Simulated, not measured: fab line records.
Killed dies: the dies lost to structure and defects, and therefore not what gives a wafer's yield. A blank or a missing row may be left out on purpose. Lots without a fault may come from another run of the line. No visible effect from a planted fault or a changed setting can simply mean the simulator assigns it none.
Split-lot trial	flow n5Finfet	route with 1938 steps; 7 lots, 39 wafers read

== THE SPLIT ==
At N5_MOL_CONTACT_COAG_VIA_ETCH_46 (etches SiO2 in C4F6/O2, target depth 46 nm, overetch 9.2 nm, time 40 s), the setting targetDepthA was moved away from the recipe's 460 angstrom on 12 of the 39 wafers read, by -37.8% to +57.3%. All remaining wafers had this setting at the recipe value.

The reading comes from the split's own step.

== THE READING ==
SOC_of_MOL_CONTACT_COAG_COAT_75.thkNm (the simulator's own value, which no gauge read), in nm, at N5_MOL_CONTACT_COAG_VIA_ETCH_46 (etches SiO2 in C4F6/O2, target depth 46 nm, overetch 9.2 nm, time 40 s). No usual value for it is given in the file. The 27 wafers here that ran the recipe average 50.7 nm, standard deviation 0.33 nm.

wafer	tool, chamber at the split	targetDepthA as run, angstrom	against the recipe	SOC_of_MOL_CONTACT_COAG_COAT_75.thkNm, nm	against lot-mates on the recipe
L076.1	rieDiel-01, 2	695.7	+51.2%	48.4	-2.3
L076.6	rieDiel-01, 2	695.7	+51.2%	48.4	-2.3
L076.2	rieDiel-01, 3	460	recipe	50.8	-
L076.3	rieDiel-01, 0	695.7	+51.2%	47.4	-3.3
L076.4	rieDiel-01, 1	460	recipe	50.6	-
L076.5	rieDiel-01, 1	460	recipe	50.6	-
L077.1	rieDiel-04, 3	460	recipe	50.6	-
L077.2	rieDiel-04, 0	460	recipe	50.8	-
L077.3	rieDiel-04, 2	285.9	-37.8%	52.6	+2.0
L077.5	rieDiel-04, 2	285.9	-37.8%	52.6	+2.0
L077.4	rieDiel-04, 1	285.9	-37.8%	52.8	+2.2
L077.6	rieDiel-04, 3	460	recipe	50.4	-
L078.2	rieDiel-01, 3,2	460	recipe	50.8	-
L078.3	rieDiel-01, 3,2	460	recipe	50.8	-
L078.5	rieDiel-01, 0	460	recipe	50	-
L088.1	rieDiel-01, 1	677.6	+47.3%	48	-2.9
L088.2	rieDiel-01, 2	677.6	+47.3%	48.2	-2.7
L088.3	rieDiel-01, 0	677.6	+47.3%	47.6	-3.3
L088.4	rieDiel-01, 3,1	460	recipe	51	-
L088.6	rieDiel-01, 3,1	460	recipe	51	-
L088.5	rieDiel-01, 0	460	recipe	50.6	-
L089.1	rieDiel-03, 0	460	recipe	50.8	-
L089.6	rieDiel-03, 0	460	recipe	50.8	-
L089.2	rieDiel-03, 3	723.6	+57.3%	48	-2.7
L089.3	rieDiel-03, 2	723.6	+57.3%	47.4	-3.3
L089.4	rieDiel-03, 2	460	recipe	50.4	-
L089.5	rieDiel-03, 3	723.6	+57.3%	48.2	-2.5
L092.1	rieDiel-01, 0,1	460	recipe	50.4	-
L092.3	rieDiel-01, 0,1	460	recipe	50.4	-
L092.2	rieDiel-01, 2	460	recipe	50.6	-
L092.4	rieDiel-01, 3	460	recipe	50.8	-
L092.6	rieDiel-01, 3	460	recipe	50.8	-
L092.5	rieDiel-01, 0	460	recipe	50.2	-
L095.1	rieDiel-03, 3	460	recipe	51.4	-
L095.5	rieDiel-03, 3	460	recipe	51.4	-
L095.2	rieDiel-03, 2,1	460	recipe	50.4	-
L095.3	rieDiel-03, 2,1	460	recipe	50.4	-
L095.4	rieDiel-03, 0	460	recipe	51	-
L095.6	rieDiel-03, 0	460	recipe	51.2	-
Where a row lists several chambers, the file gives one row for several wafers and doesn't say which wafer went through which chamber.

THE FIT
A straight line over all 39 wafers: SOC_of_MOL_CONTACT_COAG_COAT_75.thkNm changes by -0.0524 nm for each +1% of targetDepthA; r = -0.97; the points scatter about the line by 0.35 nm.
The same after taking each lot's own level away (the mean of its wafers on the recipe; 39 wafers): -0.0533 nm for each +1%; r = -0.97; scatter 0.33 nm.
Per that fit: largest targetDepthA move, reading shift of 3.1 nm.
Across the lots, their own levels run from 50.53 to 50.97 nm, a range of 1.3 times the standard deviation given above.
Consequently the slope shifts little with the lot-to-lot level, the two slopes agreeing.
Check: for one of the wafers moved furthest among these (+57.3%), held out of the fit, the line's prediction against its lot-mates is -3.11 nm. Against them it came out at -2.67 nm.

== ADDITIONAL SPLITS CARRIED BY THESE WAFERS ==
Note: prior to the reading, these wafers also went through further splits. Each is held against what the fit with the lots' levels taken away leaves over:
other split on the same wafers	wafers away from the commonest value	r with SOC_of_MOL_CONTACT_COAG_COAT_75.thkNm (lot level and that fit taken away)
N5_FIN_SAQP_ETCH_65 timeS	15	+0.05
N5_SDB_ETCH_25 timeS	12	-0.19

== FILE'S OWN FIT ==
SOC_of_MOL_CONTACT_COAG_COAT_75.thkNm changes by -0.0533 nm for each +1% of targetDepthA, r = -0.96.
